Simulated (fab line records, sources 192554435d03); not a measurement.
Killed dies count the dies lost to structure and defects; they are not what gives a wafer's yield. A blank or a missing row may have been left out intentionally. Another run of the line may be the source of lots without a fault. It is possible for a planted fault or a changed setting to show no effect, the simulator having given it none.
Matching of chambers :: flow n5_finfet :: rie_diel-03 running N5_BEOL_M8_VIA_ETCH_34: 4 sister chambers
The step etches SiCOH lowk in C4F6/O2, target depth 125.5 nm, time 50.5 s. 4 wafers are shown with their chamber, then 7 later ones without.

## EACH WAFER AND ITS CHAMBER
wafer: L076.5
chamber: 3
showerhead_plenum_p_Torr (Torr): 2.90

wafer: L084.4
chamber: 0
showerhead_plenum_p_Torr (Torr): 3.03

wafer: L087.2
chamber: 2
showerhead_plenum_p_Torr (Torr): 2.73

wafer: L090.4
chamber: 1
showerhead_plenum_p_Torr (Torr): 2.89

## WAFERS WITHOUT THEIR CHAMBER
wafer: L090.5
showerhead_plenum_p_Torr (Torr): 2.89

wafer: L091.1
showerhead_plenum_p_Torr (Torr): 2.72

wafer: L091.2
showerhead_plenum_p_Torr (Torr): 2.89

wafer: L091.6
showerhead_plenum_p_Torr (Torr): 2.89

wafer: L095.2
showerhead_plenum_p_Torr (Torr): 2.89

wafer: L095.5
showerhead_plenum_p_Torr (Torr): 3.02

wafer: L095.6
showerhead_plenum_p_Torr (Torr): 2.89

## WHICH CHAMBER EACH WENT THROUGH
wafer: L090.5
from the rows above: can't be placed: 1 or 3
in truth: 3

wafer: L091.1
from the rows above: 2
in truth: 2

wafer: L091.2
from the rows above: can't be placed: 1 or 3
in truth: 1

wafer: L091.6
from the rows above: can't be placed: 1 or 3
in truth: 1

wafer: L095.2
from the rows above: can't be placed: 1 or 3
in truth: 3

wafer: L095.5
from the rows above: 0
in truth: 0

wafer: L095.6
from the rows above: can't be placed: 1 or 3
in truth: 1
Correctly placed: 2 of 7. Can't be placed from these rows: 5 (the true chamber is among the candidates in 5). Placed wrongly: 0.
How it was worked out, from the rows above alone: a wafer's distance from a chamber is the root of the sum, over the readings, of the square of ((its reading less the chamber's mean) divided by the reading's scatter). If the next closest chamber is less than 2 further off than the closest, the wafer can't be placed; otherwise it belongs to the closest. The mean given for a chamber averages the wafers shown for that chamber. The scatter: with one shown wafer a chamber, the root of the mean of the squares of how far each hidden wafer lies from its nearest shown one.
